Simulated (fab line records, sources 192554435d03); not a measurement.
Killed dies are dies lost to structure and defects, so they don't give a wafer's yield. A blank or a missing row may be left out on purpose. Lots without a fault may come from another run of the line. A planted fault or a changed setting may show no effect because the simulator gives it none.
fab line records | flow n5_finfet
record lots=23 wafers=69 last_day=19
route steps=1938 shown MOL_CONTACT_COAG@617 BEOL_M0_SAQP@656 BEOL_M0_CUTY@709 BEOL_M0@746 BEOL_M1@775
lots that met no fault: from a run of the same line without faults
start_h: hours from the record's first day to the start of the lot's first wafer shown | wait_h: hours since the lot's step before | " the same as in the row above | L1.1+2: a row that stands for several wafers | - no value, or no start given | * or withheld: withheld | < > ~ a bound
route shown NAME@n: a module of which the file shows steps, and the number in the route of the first | usual: mean/standard deviation of fault-free wafers | same: alike in all rows | chamber/n: place in a boat | sites: the reading at each site | _std_site: their standard deviation | _edge_site: outer sites' mean less inner sites' | radius_mm: how far each site lies from the wafer's centre | mask NAME#n: copy n | behind: the tool/chamber that last shaped the wafer | hold: why the lot was held/for how many hours/how that ended | device: the transistor (n, p or np) that didn't switch | end of line: the same wafers' tests at the end of the route | a step without rows: its recipe alone | killed: dies lost to structure and defects at the first sort, not the wafer's yield | map: a wafer's dies, x killed, . not, _ none there
set.NAME: the setting as run; set.NAME@STEP: as run at that earlier step | model.NAME: the simulator's own value behind a step, which no gauge read
steps of the route over a sample of lots; a table a step, a row a wafer
services: from which hour (start_h, from the record's first day; less than 0 if before it) a tool's chamber was out of use, for how many hours, and why
## steps
# step N5_MOL_CONTACT_COAG_ETCH_48
# recipe chemistry=C4F6/O2 target_depth_a=150 overetch_a=45 mask_material=SOC target=SiOC bias_w=465 pressure_mtorr=10 time_s=17 source_w=335 Ar_flow_sccm=300 C4F6_flow_sccm=10 O2_flow_sccm=10 ion_energy_ev=576
# usual C4F6_flow_sccm=9.998/0.028 drypump_motor_current_A=5.9/0.48 mfc_ar_sccm=300.0/0.92 oes_product_au=0.66/0.077 rf_vpp_V=1595/22 showerhead_plenum_p_Torr=2.80/0.09 throttle_valve_pct=40.6/0.4
# columns lot.wafer tool chamber start_h wait_h C4F6_flow_sccm drypump_motor_current_A mfc_ar_sccm oes_product_au rf_hours_counter_h rf_vpp_V showerhead_plenum_p_Torr throttle_valve_pct
L074.1 rie_diel-01 2 103.15 0.0 9.979 6.5 301.5 0.72 129 1585 2.73 40.9
L074.3 " 3 " " 9.963 6.0 300.5 0.83 - 1585 2.80 40.4
L074.6 " 3 " " 9.991 6.0 300.5 0.82 - 1586 2.80 40.4
L075.2 rie_diel-01 0 117.21 0.0 10.010 6.4 301.2 0.60 169 1559 2.96 41.2
L075.4 " 1 " " 10.025 5.8 299.0 0.80 6 1603 2.77 40.2
L075.6 " 2 " " 10.026 6.6 300.3 0.66 - 1585 2.72 40.9
L076.1 rie_diel-03 2 119.07 0.0 9.918 5.3 299.4 0.70 101 1604 2.76 39.9
L076.4 " 3 " " 9.976 6.5 301.5 0.62 187 1584 2.92 40.9
L076.5 " 1 " " 10.032 5.2 300.2 0.61 - 1597 2.92 40.7
L077.1 rie_diel-03 2 119.60 0.0 9.959 5.3 299.3 0.66 101 1603 2.76 39.9
L077.4 " 0 " " 10.030 5.6 299.3 0.54 205 1591 2.71 40.7
L077.5 " 1 " " 9.972 5.2 299.3 0.58 - 1598 2.92 40.7
L078.1 rie_diel-04 0 125.56 0.0 9.996 6.0 298.4 0.66 111 1581 2.86 41.1
L078.3 " 1 " " 9.961 6.4 300.8 0.58 237 1628 2.93 40.9
L078.4 " 0 " " 9.988 6.0 299.7 0.66 - 1582 2.86 41.1
L080.1 rie_diel-03 3 139.44 0.0 10.004 6.5 300.6 0.57 193 1583 2.92 40.9
L080.4 " 2 " " 10.021 5.3 300.1 0.60 107 1603 2.75 39.9
L080.6 " 1 " " 9.995 5.2 300.6 0.57 - 1598 2.92 40.7
L081.1 rie_diel-01 1 147.09 0.0 9.978 5.8 298.3 0.78 15 1603 2.77 40.3
L081.3 " 2 " " 9.962 6.6 300.1 0.68 145 1583 2.72 40.9
L081.4 " 3 " " 9.964 6.0 300.3 0.85 22 1586 2.79 40.4
L082.3 rie_diel-01 1 157.59 0.0 10.052 5.8 301.9 0.75 18 1602 2.77 40.2
L082.4 " 3 " " 10.017 5.9 298.5 0.75 25 1586 2.79 40.4
L082.6 " 0 " " 9.947 6.4 298.3 0.58 - 1559 2.95 41.2
L083.2 rie_diel-01 2 159.11 0.0 10.017 6.5 299.8 0.63 149 1582 2.72 40.9
L083.4 " 0 " " 10.028 6.4 298.5 0.59 183 1559 2.95 41.2
L083.6 " 1 " " 9.967 5.8 300.6 0.70 - 1602 2.76 40.2
L084.1 rie_diel-04 3 165.85 0.0 9.968 5.2 299.8 0.62 233 1637 2.69 40.3
L084.4 " 2 " " 10.020 5.6 301.0 0.65 - 1632 2.72 40.8
L084.6 " 2 " " 10.010 5.6 299.6 0.64 - 1635 2.72 40.8
L085.2 rie_diel-04 2 177.98 0.0 9.994 5.6 300.5 0.64 183 1635 2.71 40.8
L085.3 " 3 " " 9.995 5.2 300.0 0.62 236 1637 2.69 40.3
L085.4 " 3 " " 9.978 5.2 299.6 0.62 - 1637 2.69 40.3
L086.1 rie_diel-01 3 182.66 0.0 10.043 5.9 300.1 0.73 32 1587 2.79 40.4
L086.5 " 0 " " 10.022 6.4 301.0 0.55 - 1558 2.95 41.2
L086.6 " 1 " " 10.033 5.7 301.5 0.78 - 1601 2.76 40.3
L087.1 rie_diel-03 0 187.22 0.0 9.961 5.7 299.0 0.57 225 1590 2.70 40.8
L087.2 " 3 " " 10.001 6.5 300.4 0.64 208 1583 2.91 40.9
L087.5 " 3 " " 9.985 6.5 301.1 0.63 - 1583 2.91 40.9
L088.1 rie_diel-01 0 191.48 0.0 9.999 6.4 299.9 0.57 193 1557 2.94 41.2
L088.3 " 1 " " 9.970 5.8 300.2 0.68 29 1602 2.76 40.2
L088.6 " 0 " " 9.952 6.4 299.7 0.57 - 1559 2.95 41.2
L089.2 rie_diel-01 2 194.31 0.0 10.000 6.6 300.8 0.65 159 1583 2.71 40.9
L089.3 " 1 " " 10.026 5.7 299.7 0.74 30 1602 2.76 40.3
L089.6 " 1 " " 10.007 5.7 300.3 0.71 - 1601 2.76 40.3
L090.3 rie_diel-01 0 201.56 0.0 10.006 6.4 299.8 0.62 199 1556 2.94 41.3
L090.4 " 3 " " 9.995 6.0 301.2 0.75 - 1584 2.79 40.4
L090.5 " 0 " " 10.008 6.4 298.4 0.66 - 1558 2.94 41.3
L091.1 rie_diel-04 0 202.37 0.0 10.022 6.0 299.5 0.62 140 1579 2.85 41.1
L091.2 " 2 " " 9.990 5.6 300.6 0.60 192 1633 2.71 40.8
L091.6 " 0 " " 10.042 6.0 300.2 0.66 - 1580 2.85 41.1
L092.1 rie_diel-01 0 212.46 0.0 10.019 6.4 299.4 0.60 203 1558 2.94 41.3
L092.2 " 2 " " 9.982 6.6 300.5 0.62 159 1583 2.71 40.9
L092.6 " 1 " " 10.008 5.7 299.7 0.73 - 1602 2.76 40.3
L093.1 rie_diel-04 0 218.76 0.0 10.013 6.0 300.2 0.60 147 1578 2.85 41.1
L093.4 " 1 " " 10.016 6.4 301.1 0.77 - 1627 2.91 40.4
L093.6 " 2 " " 10.001 5.6 300.7 0.61 - 1636 2.71 40.8
L094.1 rie_diel-01 1 223.94 0.0 10.003 5.7 300.0 0.77 41 1601 2.75 40.3
L094.2 " 2 " " 9.981 6.6 302.5 0.64 165 1582 2.71 40.9
L094.5 " 2 " " 10.013 6.6 299.8 0.69 - 1584 2.71 41.0
L095.2 rie_diel-03 2 229.23 0.0 9.966 5.3 300.1 0.64 143 1601 2.74 40.0
L095.5 " 2 " " 9.951 5.3 300.5 0.62 - 1601 2.74 39.9
L095.6 " 3 " " 9.982 6.5 300.7 0.59 - 1582 2.90 40.9
L096.2 rie_diel-01 2 240.41 0.0 9.938 6.5 301.1 0.62 171 1582 2.71 40.9
L096.4 " 0 " " 10.018 6.4 298.6 0.57 212 1559 2.94 41.2
L096.5 " 1 " " 10.043 5.8 299.8 0.70 - 1602 2.75 40.3
L097.2 rie_diel-03 2 241.33 0.0 9.906 5.3 300.1 0.63 149 1601 2.73 39.9
L097.3 " 3 " " 10.011 6.5 300.3 0.61 229 1583 2.90 40.9
L097.6 " 1 " " 10.042 5.2 299.0 0.75 - 1597 2.90 40.1
# step N5_MOL_CONTACT_COAG_STRIP_49
# recipe chemistry=N2/H2 time_s=30 power_w=1000 temp_c=250 pressure_mtorr=withheld n2_flow_sccm=1750 h2_flow_sccm=3250
# usual drypump_motor_current_A=5.89/0.18 heater_power_w=330/29
# columns lot.wafer tool chamber start_h wait_h drypump_motor_current_A heater_power_w rf_hours_counter_h
L074.1 plasma_asher-01 1 103.42 - 5.79 304 41
L074.3 " 0 " " 6.04 340 -
L074.6 " 0 " " 6.03 346 -
L075.2 plasma_asher-01 1 117.34 - 5.79 307 43
L075.4 " 1 " " 5.78 302 -
L075.6 " 1 " " 5.77 303 -
L076.1 plasma_asher-02 1 119.21 - 5.62 384 86
L076.4 " 1 " " 5.62 377 -
L076.5 " 1 " " 5.58 370 -
L077.1 plasma_asher-01 0 119.73 - 6.01 353 44
L077.4 " 1 " " 5.78 303 -
L077.5 " 0 " " 6.02 344 -
L078.1 plasma_asher-02 1 125.70 - 5.63 378 87
L078.3 " 1 " " 5.61 377 -
L078.4 " 0 " " 6.10 311 -
L080.1 plasma_asher-01 0 139.57 - 6.00 351 47
L080.4 " 1 " " 5.78 295 -
L080.6 " 1 " " 5.77 297 -
L081.1 plasma_asher-01 0 147.48 - 6.01 344 50
L081.3 " 0 " " 6.04 344 -
L081.4 " 1 " " 5.78 307 -
L082.3 plasma_asher-01 0 157.75 - 6.03 343 -
L082.4 " 1 " " 5.79 301 -
L082.6 " 1 " " 5.79 301 -
L083.2 plasma_asher-01 1 159.50 - 5.77 305 55
L083.4 " 0 " " 6.04 342 -
L083.6 " 0 " " 6.04 341 -
L084.1 plasma_asher-01 0 166.04 - 6.03 337 56
L084.4 " 0 " " 6.04 346 -
L084.6 " 0 " " 6.05 338 -
L085.2 plasma_asher-01 1 178.12 - 5.75 297 59
L085.3 " 0 " " 6.04 340 -
L085.4 " 1 " " 5.77 306 -
L086.1 plasma_asher-01 0 182.79 - 6.03 347 59
L086.5 " 0 " " 6.03 342 -
L086.6 " 1 " " 5.78 298 -
L087.1 plasma_asher-01 1 187.36 - 5.80 298 60
L087.2 " 0 " " 6.03 340 60
L087.5 " 1 " " 5.82 311 -
L088.1 plasma_asher-02 1 191.62 - 5.59 388 97
L088.3 " 0 " " 6.12 315 -
L088.6 " 1 " " 5.61 378 -
L089.2 plasma_asher-01 1 194.44 - 5.78 308 60
L089.3 " 1 " " 5.79 304 -
L089.6 " 0 " " 6.03 348 -
L090.3 plasma_asher-02 1 201.71 - 5.61 375 -
L090.4 " 0 " " 6.15 313 -
L090.5 " 0 " " 6.18 306 -
L091.1 plasma_asher-01 0 202.50 - 6.04 341 62
L091.2 " 1 " " 5.81 298 62
L091.6 " 0 " " 6.04 346 -
L092.1 plasma_asher-01 1 212.60 - 5.78 298 63
L092.2 " 0 " " 6.01 347 63
L092.6 " 1 " " 5.80 308 -
L093.1 plasma_asher-02 0 218.89 - 6.14 306 103
L093.4 " 0 " " 6.10 312 -
L093.6 " 1 " " 5.61 377 -
L094.1 plasma_asher-02 1 224.41 - 5.60 382 104
L094.2 " 0 " " 6.09 301 104
L094.5 " 0 " " 6.12 310 -
L095.2 plasma_asher-01 0 229.37 - 6.02 344 67
L095.5 " 1 " " 5.81 310 -
L095.6 " 0 " " 6.03 346 -
L096.2 plasma_asher-01 0 240.54 - 6.04 348 69
L096.4 " 1 " " 5.76 314 -
L096.5 " 0 " " 6.02 346 -
L097.2 plasma_asher-02 1 241.65 - 5.59 378 109
L097.3 " 1 " " 5.60 386 -
L097.6 " 1 " " 5.63 377 -
# step N5_BEOL_M0_SAQP_HM_OPEN_112
# recipe chemistry=CHF3/O2 target=SiO2 stop_on=a-Si target_depth_a=120 over_etch_frac=1.25 mask_material=SOC time_s=13.5 pressure_mtorr=30 source_w=650 bias_w=170 Ar_flow_sccm=200 CHF3_flow_sccm=50 O2_flow_sccm=5 ion_energy_ev=200 ends=end_point
# usual drypump_motor_current_A=5.8/0.46 mfc_ar_sccm=200.1/0.63 oes_product_au=0.51/0.054 rf_vpp_V=528/7.9 showerhead_plenum_p_Torr=2.41/0.095 throttle_valve_pct=18.94/0.24
# same over_etch_frac=1.25
# columns lot.wafer tool chamber start_h wait_h drypump_motor_current_A mfc_ar_sccm oes_product_au rf_hours_counter_h rf_vpp_V showerhead_plenum_p_Torr throttle_valve_pct
L074.1 rie_diel-06 1 111.66 0.0 6.5 200.1 0.51 154 521 2.41 19.16
L074.3 " 3 " " 6.0 199.1 0.47 177 542 2.31 19.12
L074.6 " 2 " " 6.1 200.5 0.45 - 532 2.46 19.27
L075.2 rie_diel-05 1 123.29 0.0 5.6 199.3 0.46 206 527 2.49 18.86
L075.4 " 3 " " 5.2 201.3 0.48 185 526 2.39 18.52
L075.6 " 0 " " 5.8 200.9 0.46 - 522 2.38 19.10
L077.1 rie_diel-06 1 126.61 0.0 6.5 200.8 0.51 158 521 2.41 19.16
L077.4 " 0 " " 5.3 200.5 0.52 - 520 2.23 19.00
L077.5 " 1 " " 6.5 200.0 0.50 - 522 2.41 19.18
L076.1 rie_diel-02 2 126.94 0.0 5.3 199.9 0.53 99 539 2.34 18.85
L076.4 " 3 " " 5.3 200.5 0.60 23 526 2.46 19.05
L076.5 " 0 " " 6.1 199.1 0.45 - 523 2.49 18.68
L078.1 rie_diel-06 0 133.85 0.0 5.2 200.6 0.51 108 519 2.23 19.00
L078.3 " 1 " " 6.5 200.9 0.50 161 521 2.40 19.16
L078.4 " 1 " " 6.5 201.1 0.50 - 521 2.40 19.18
L080.1 rie_diel-05 0 145.71 0.0 5.8 200.9 0.47 241 525 2.38 19.12
L080.4 " 3 " " 5.2 200.2 0.48 191 529 2.39 18.53
L080.6 " 2 " " 6.0 200.4 0.51 - 519 2.52 19.27
L081.1 rie_diel-02 3 153.01 0.0 5.2 199.8 0.58 30 527 2.45 19.07
L081.3 " 2 " " 5.3 199.9 0.53 106 539 2.34 18.85
L081.4 " 0 " " 6.1 199.3 0.46 240 524 2.48 18.69
L082.3 rie_diel-05 1 163.19 0.0 5.7 199.7 0.45 215 527 2.49 18.89
L082.4 " 3 " " 5.1 200.0 0.47 194 529 2.39 18.52
L082.6 " 2 " " 6.0 201.6 0.50 - 520 2.52 19.27
L083.2 rie_diel-05 1 167.95 0.0 5.6 200.8 0.45 217 526 2.48 18.88
L083.4 " 0 " " 5.8 200.9 0.46 246 525 2.38 19.12
L083.6 " 2 " " 6.0 199.2 0.50 - 519 2.52 19.26
L084.1 rie_diel-02 1 173.41 0.0 6.5 200.0 0.59 20 542 2.55 18.61
L084.4 " 0 " " 6.2 199.9 0.45 244 523 2.48 18.68
L084.6 " 2 " " 5.3 199.6 0.53 - 539 2.34 18.86
L085.2 rie_diel-02 3 184.25 0.0 5.2 200.6 0.59 37 525 2.45 19.08
L085.3 " 2 " " 5.3 200.4 0.52 113 538 2.34 18.87
L085.4 " 1 " " 6.6 200.5 0.58 22 542 2.55 18.62
L086.1 rie_diel-05 2 189.18 0.0 6.0 199.9 0.50 139 519 2.52 19.28
L086.5 " 3 " " 5.1 199.5 0.48 - 527 2.38 18.53
L086.6 " 1 " " 5.7 200.0 0.45 - 527 2.48 18.89
L087.1 rie_diel-06 0 193.34 0.0 5.2 200.0 0.50 125 521 2.22 19.04
L087.2 " 2 " " 6.1 199.7 0.60 15 532 2.45 18.87
L087.5 " 0 " " 5.3 200.7 0.50 - 519 2.22 19.06
L088.1 rie_diel-06 0 197.37 0.0 5.2 199.0 0.49 127 520 2.22 19.06
L088.3 " 3 " " 6.0 201.0 0.46 203 542 2.31 19.16
L088.6 " 0 " " 5.3 199.6 0.50 - 520 2.22 19.03
L089.2 rie_diel-06 3 201.38 0.0 6.0 200.5 0.46 204 540 2.30 19.15
L089.3 " 0 " " 5.2 200.6 0.50 129 520 2.22 19.05
L089.6 " 0 " " 5.3 200.5 0.50 - 520 2.22 19.04
L090.3 rie_diel-05 0 207.48 0.0 5.8 199.9 0.65 1 524 2.38 18.74
L090.4 " 3 " " 5.2 199.1 0.47 211 528 2.38 18.56
L090.5 " 1 " " 5.7 199.7 0.45 - 529 2.48 18.90
L091.1 rie_diel-06 0 210.86 0.0 5.2 200.5 0.49 133 521 2.22 19.05
L091.2 " 1 " " 6.5 200.5 0.48 181 520 2.40 19.21
L091.6 " 0 " " 5.3 200.4 0.50 - 522 2.22 19.07
L092.1 rie_diel-02 2 218.64 0.0 5.3 201.1 0.51 128 539 2.33 18.88
L092.2 " 1 " " 6.6 200.3 0.57 37 542 2.54 18.64
L092.6 " 3 " " 5.2 200.4 0.58 - 525 2.45 19.08
L093.1 rie_diel-05 0 224.91 0.0 5.8 201.5 0.63 6 525 2.38 18.76
L093.4 " 2 " " 6.0 200.3 0.49 153 518 2.51 19.30
L093.6 " 0 " " 5.9 200.8 0.62 - 523 2.38 18.73
L094.1 rie_diel-05 0 232.25 0.0 5.8 199.9 0.61 9 523 2.37 18.74
L094.2 " 1 " " 5.6 199.9 0.44 239 525 2.48 18.93
L094.5 " 2 " " 6.0 199.6 0.49 - 519 2.51 19.30
L095.2 rie_diel-02 2 235.68 0.0 5.3 200.2 0.51 134 540 2.33 18.91
L095.5 " 2 " " 5.3 199.8 0.52 - 539 2.33 18.90
L095.6 " 3 " " 5.2 200.4 0.57 - 526 2.44 19.11
L096.2 rie_diel-06 3 246.08 0.0 6.0 199.8 0.45 219 541 2.30 19.20
L096.4 " 0 " " 5.2 200.1 0.50 146 522 2.21 19.07
L096.5 " 3 " " 6.0 200.4 0.46 - 542 2.30 19.17
L097.2 rie_diel-02 2 249.41 0.0 5.3 201.0 0.51 139 538 2.33 18.90
L097.3 " 3 " " 5.2 200.5 0.56 62 526 2.44 19.10
L097.6 " 1 " " 6.5 200.3 0.56 - 541 2.54 18.64
# step N5_BEOL_M0_CUTY_OVL_MEAS_58
# recipe points_per_wafer=44
# usual M0_ABLK_OVL=-0.4/0.72
# columns lot.wafer tool chamber start_h wait_h M0_ABLK_OVL[nm]
L074.1 overlay-02 0 117.05 0.0 -1.0
L074.3 " 0 " " -1.2
L074.6 " 0 " " -0.6
L075.2 overlay-02 0 129.07 0.0 0.1
L075.4 " 0 " " 0.2
L075.6 " 0 " " 0.3
L077.1 overlay-01 0 132.32 0.0 -0.8
L077.4 " 0 " " -0.7
L077.5 " 0 " " -0.4
L076.1 overlay-02 0 132.71 0.0 -2.0
L076.4 " 0 " " -1.5
L076.5 " 0 " " -1.4
L078.1 overlay-02 0 139.42 0.0 -0.6
L078.3 " 0 " " -0.8
L078.4 " 0 " " -0.2
L080.1 overlay-01 0 151.09 0.0 -0.1
L080.4 " 0 " " 0.1
L080.6 " 0 " " 0.6
L081.1 overlay-01 0 158.16 0.0 -0.7
L081.3 " 0 " " -0.5
L081.4 " 0 " " -1.3
L082.3 overlay-01 0 168.16 0.0 -0.4
L082.4 " 0 " " -1.2
L082.6 " 0 " " -0.4
L083.2 overlay-01 0 173.63 0.0 0.8
L083.4 " 0 " " 0.7
L083.6 " 0 " " 0.2
L084.1 overlay-02 0 180.60 0.0 -0.2
L084.4 " 0 " " -0.1
L084.6 " 0 " " 0.3
L085.2 overlay-01 0 190.38 0.0 -1.2
L085.3 " 0 " " -0.9
L085.4 " 0 " " -0.1
L086.1 overlay-01 0 194.94 0.0 -0.7
L086.5 " 0 " " -0.6
L086.6 " 0 " " -0.9
L087.1 overlay-01 0 199.71 0.0 0.3
L087.2 " 0 " " 0.4
L087.5 " 0 " " 0.8
L088.1 overlay-02 0 202.79 0.0 -0.4
L088.3 " 0 " " -0.3
L088.6 " 0 " " 0.1
L089.2 overlay-01 0 207.19 0.0 -1.0
L089.3 " 0 " " -0.7
L089.6 " 0 " " -0.3
L090.3 overlay-01 0 213.16 0.0 -0.5
L090.4 " 0 " " -0.3
L090.5 " 0 " " -0.4
L091.1 overlay-01 0 215.91 0.0 -0.1
L091.2 " 0 " " -0.9
L091.6 " 0 " " -1.7
L092.1 overlay-02 0 224.57 0.0 -0.2
L092.2 " 0 " " 1.0
L092.6 " 0 " " 0.7
L093.1 overlay-01 0 230.80 0.0 0.7
L093.4 " 0 " " -0.5
L093.6 " 0 " " -1.1
L094.1 overlay-02 0 240.31 0.0 0.0
L094.2 " 0 " " -0.3
L094.5 " 0 " " -0.1
L095.2 overlay-02 0 242.50 0.0 0.4
L095.5 " 0 " " 1.5
L095.6 " 0 " " -0.5
L096.2 overlay-01 0 252.03 0.0 0.2
L096.4 " 0 " " 0.7
L096.5 " 0 " " -0.3
L097.2 overlay-02 0 254.47 0.0 -1.2
L097.3 " 0 " " -0.4
L097.6 " 0 " " -1.8
# step N5_BEOL_M0_CO_CAP_123
# recipe material=Co target_thk_a=20 temp_c=200 precursor=CCTBA/H2 pressure_torr=30 time_s=102.1
# usual heater_power_w=220/15
# columns lot.wafer tool chamber start_h wait_h heater_power_w
L074.1 cvd_co-01 2 122.85 0.0 206
L074.3 " 0 " " 201
L074.6 " 1 " " 225
L075.2 cvd_co-02 2 136.24 0.0 236
L075.4 " 0 " " 211
L075.6 " 0 " " 209
L077.1 cvd_co-02 1 137.69 0.0 246
L077.4 " 1 " " 246
L077.5 " 0 " " 211
L076.1 cvd_co-02 2 141.78 0.0 229
L076.4 " 0 " " 212
L076.5 " 1 " " 239
L078.1 cvd_co-02 1 145.23 0.0 245
L078.3 " 2 " " 240
L078.4 " 0 " " 215
L080.1 cvd_co-02 0 159.38 0.0 210
L080.4 " 1 " " 243
L080.6 " 2 " " 232
L081.1 cvd_co-01 0 165.04 0.0 205
L081.3 " 2 " " 209
L081.4 " 0 " " 201
L082.3 cvd_co-01 2 177.49 0.0 203
L082.4 " 2 " " 205
L082.6 " 0 " " 203
L083.2 cvd_co-02 2 183.80 0.0 238
L083.4 " 0 " " 211
L083.6 " 1 " " 234
L084.1 cvd_co-02 0 185.58 0.0 205
L084.4 " 2 " " 234
L084.6 " 0 " " 211
L085.2 cvd_co-01 2 196.60 0.0 200
L085.3 " 0 " " 202
L085.4 " 0 " " 206
L086.1 cvd_co-01 2 200.43 0.0 204
L086.5 " 0 " " 209
L086.6 " 2 " " 205
L087.1 cvd_co-02 2 205.17 0.0 235
L087.2 " 1 " " 242
L087.5 " 2 " " 241
L088.1 cvd_co-02 1 210.13 0.0 249
L088.3 " 0 " " 213
L088.6 " 2 " " 233
L089.2 cvd_co-01 0 213.85 0.0 207
L089.3 " 1 " " 233
L089.6 " 2 " " 202
L090.3 cvd_co-01 1 221.76 0.0 222
L090.4 " 1 " " 230
L090.5 " 2 " " 203
L091.1 cvd_co-02 2 223.06 0.0 237
L091.2 " 1 " " 242
L091.6 " 1 " " 243
L092.1 cvd_co-01 1 230.97 0.0 229
L092.2 " 2 " " 202
L092.6 " 1 " " 228
L093.1 cvd_co-02 2 235.91 0.0 236
L093.4 " 0 " " 221
L093.6 " 1 " " 247
L094.1 cvd_co-01 1 246.23 0.0 227
L094.2 " 2 " " 198
L094.5 " 2 " " 202
L095.2 cvd_co-01 1 250.34 0.0 225
L095.5 " 2 " " 202
L095.6 " 0 " " 210
L096.2 cvd_co-01 1 263.40 0.0 227
L096.4 " 2 " " 206
L096.5 " 1 " " 227
L097.2 cvd_co-02 0 263.92 0.0 213
L097.3 " 1 " " 241
L097.6 " 0 " " 218
# step N5_BEOL_M1_STRIP_19
# recipe chemistry=O2 power_w=400 temp_c=40 pressure_mtorr=30 rf_frequency_hz=6e+07 bias_power_w=0 overash_fraction=0.2 o2_flow_sccm=225
# usual drypump_motor_current_A=5.8/0.46 oes_product_au=0.79/0.092 rf_vpp_V=3.7/0.45 showerhead_plenum_p_Torr=2.10/0.08 throttle_valve_pct=16.75/0.22
# columns lot.wafer tool chamber start_h wait_h drypump_motor_current_A oes_product_au rf_hours_counter_h rf_vpp_V showerhead_plenum_p_Torr throttle_valve_pct
L074.1 rie_diel-05 3 126.21 0.1 5.1 0.72 186 3.3 2.10 16.50
L074.3 " 1 " " 5.6 0.69 206 3.8 2.17 16.72
L074.6 " 3 " " 5.2 0.73 - 3.8 2.10 16.50
L075.2 rie_diel-06 2 138.17 0.1 6.1 0.97 1 4.1 2.15 16.69
L075.4 " 1 " " 6.5 0.76 162 3.5 2.10 17.03
L075.6 " 3 " " 6.0 0.71 - 4.0 1.99 16.88
L077.1 rie_diel-02 0 140.20 0.1 6.1 0.70 236 3.7 2.14 16.41
L077.4 " 1 " " 6.6 0.92 13 3.7 2.24 16.47
L077.5 " 3 " " 5.3 0.93 - 3.3 2.12 16.76
L076.1 rie_diel-02 2 143.90 0.1 5.3 0.82 104 4.3 2.03 16.67
L076.4 " 0 " " 6.1 0.69 238 4.2 2.14 16.42
L076.5 " 3 " " 5.2 0.92 - 4.2 2.12 16.77
L078.1 rie_diel-05 3 147.96 0.1 5.2 0.73 191 4.9 2.10 16.50
L078.3 " 1 " " 5.6 0.70 213 4.3 2.16 16.74
L078.4 " 2 " " 6.0 0.77 129 3.6 2.18 17.02
L080.1 rie_diel-05 0 162.07 0.1 5.8 0.70 244 3.6 2.06 16.89
L080.4 " 1 " " 5.6 0.70 215 3.3 2.16 16.72
L080.6 " 1 " " 5.6 0.70 - 3.4 2.16 16.72
L081.1 rie_diel-06 3 168.00 0.2 6.0 0.71 193 3.7 1.99 16.88
L081.3 " 1 " " 6.4 0.76 170 3.8 2.09 17.04
L081.4 " 0 " " 5.2 0.77 117 3.3 1.93 16.90
L082.3 rie_diel-02 1 179.57 0.1 6.5 0.89 21 3.0 2.23 16.47
L082.4 " 2 " " 5.3 0.81 113 3.9 2.03 16.69
L082.6 " 1 " " 6.5 0.90 - 3.1 2.23 16.48
L083.2 rie_diel-06 2 185.95 0.1 6.1 0.95 12 3.5 2.14 16.72
L083.4 " 1 " " 6.5 0.76 174 3.6 2.09 17.04
L083.6 " 3 " " 6.0 0.70 - 3.9 1.99 16.90
L084.1 rie_diel-02 0 188.63 0.1 6.1 0.69 247 3.7 2.13 16.43
L084.4 " 2 " " 5.3 0.81 114 4.0 2.03 16.69
L084.6 " 1 " " 6.6 0.89 - 3.0 2.23 16.49
L085.2 rie_diel-05 2 199.48 0.1 6.0 0.75 145 3.1 2.18 17.05
L085.3 " 1 " " 5.6 0.68 228 3.8 2.16 16.77
L085.4 " 3 " " 5.1 0.71 - 3.4 2.09 16.55
L086.1 rie_diel-05 1 202.86 0.2 5.6 0.68 230 3.6 2.16 16.75
L086.5 " 3 " " 5.2 0.71 - 3.8 2.09 16.55
L086.6 " 1 " " 5.6 0.68 - 3.5 2.16 16.76
L087.1 rie_diel-02 1 206.67 0.1 6.5 0.87 31 3.4 2.23 16.51
L087.2 " 2 " " 5.3 0.81 122 3.4 2.03 16.71
L087.5 " 3 " " 5.2 0.89 - 4.1 2.12 16.78
L088.1 rie_diel-05 3 211.99 0.1 5.1 0.71 213 3.3 2.09 16.53
L088.3 " 1 " " 5.6 0.68 233 3.9 2.16 16.75
L088.6 " 1 " " 5.6 0.69 - 4.2 2.16 16.76
L089.2 rie_diel-06 2 216.35 0.1 6.1 0.90 24 4.1 2.14 16.74
L089.3 " 1 " " 6.5 0.75 183 3.6 2.09 17.07
L089.6 " 1 " " 6.5 0.75 - 2.9 2.09 17.06
L090.3 rie_diel-06 1 224.48 0.1 6.5 0.74 186 3.6 2.09 17.08
L090.4 " 2 " " 6.1 0.90 26 3.5 2.14 16.76
L090.5 " 1 " " 6.5 0.75 - 3.5 2.09 17.08
L091.1 rie_diel-02 1 224.82 0.1 6.5 0.87 39 4.3 2.23 16.52
L091.2 " 0 " " 6.1 0.97 1 3.8 2.13 15.96
L091.6 " 2 " " 5.3 0.80 - 4.3 2.02 16.72
L092.1 rie_diel-06 3 233.37 0.4 6.0 0.70 214 3.4 1.98 16.93
L092.2 " 1 " " 6.5 0.74 189 4.5 2.09 17.09
L092.6 " 0 " " 5.3 0.74 - 3.9 1.93 16.93
L093.1 rie_diel-06 0 239.23 0.1 5.2 0.74 144 4.5 1.93 16.95
L093.4 " 2 " " 6.1 0.89 32 3.2 2.14 16.74
L093.6 " 2 " " 6.1 0.89 - 2.9 2.14 16.75
L094.1 rie_diel-02 0 249.07 0.1 6.1 0.92 9 4.3 2.13 15.97
L094.2 " 1 " " 6.6 0.85 47 3.3 2.23 16.53
L094.5 " 3 " " 5.2 0.86 - 3.7 2.11 16.85
L095.2 rie_diel-05 0 252.40 0.1 5.8 0.94 16 4.0 2.05 16.49
L095.5 " 0 " " 5.7 0.94 - 3.5 2.05 16.49
L095.6 " 1 " " 5.6 0.68 - 3.3 2.15 16.80
L096.2 rie_diel-05 2 266.20 0.1 6.0 0.73 167 3.7 2.17 17.10
L096.4 " 2 " " 6.0 0.73 - 2.9 2.17 17.10
L096.5 " 3 " " 5.1 0.69 - 2.9 2.08 16.57
L097.2 rie_diel-05 3 266.37 0.1 5.2 0.69 230 3.8 2.08 16.58
L097.3 " 2 " " 6.0 0.73 167 3.3 2.17 17.09
L097.6 " 3 " " 5.1 0.70 - 4.0 2.08 16.58
## services
# columns tool chamber start_h hours kind
rie_diel-03 3 86.91 5.4 repair
rie_diel-01 0 100.51 13.7 repair
rie_diel-04 2 110.41 45.9 repair
rie_diel-04 - 115.75 0.4 repair
rie_diel-06 0 117.80 3.6 repair
cvd_co-02 0 122.66 6.9 repair
cvd_co-02 2 123.80 9.2 repair
cvd_co-01 - 134.37 2.8 pm
cvd_co-01 - 139.01 6.9 pm
plasma_asher-02 - 140.98 21.8 repair
rie_diel-02 - 145.67 1.1 repair
rie_diel-04 0 159.67 9.2 repair
rie_diel-04 3 166.89 6.3 repair
rie_diel-06 3 177.16 1.4 repair
plasma_asher-01 - 188.63 5.5 repair
rie_diel-06 1 192.14 6.6 repair
rie_diel-01 2 196.01 16.2 repair
rie_diel-06 3 210.04 5.9 repair
rie_diel-05 - 215.11 2.8 pm
cvd_co-02 - 217.85 0.5 repair
plasma_asher-01 - 221.40 3.2 repair
rie_diel-01 0 236.26 2.0 repair
rie_diel-01 1 242.72 9.3 repair
rie_diel-03 1 252.93 10.3 repair
## key
fault none
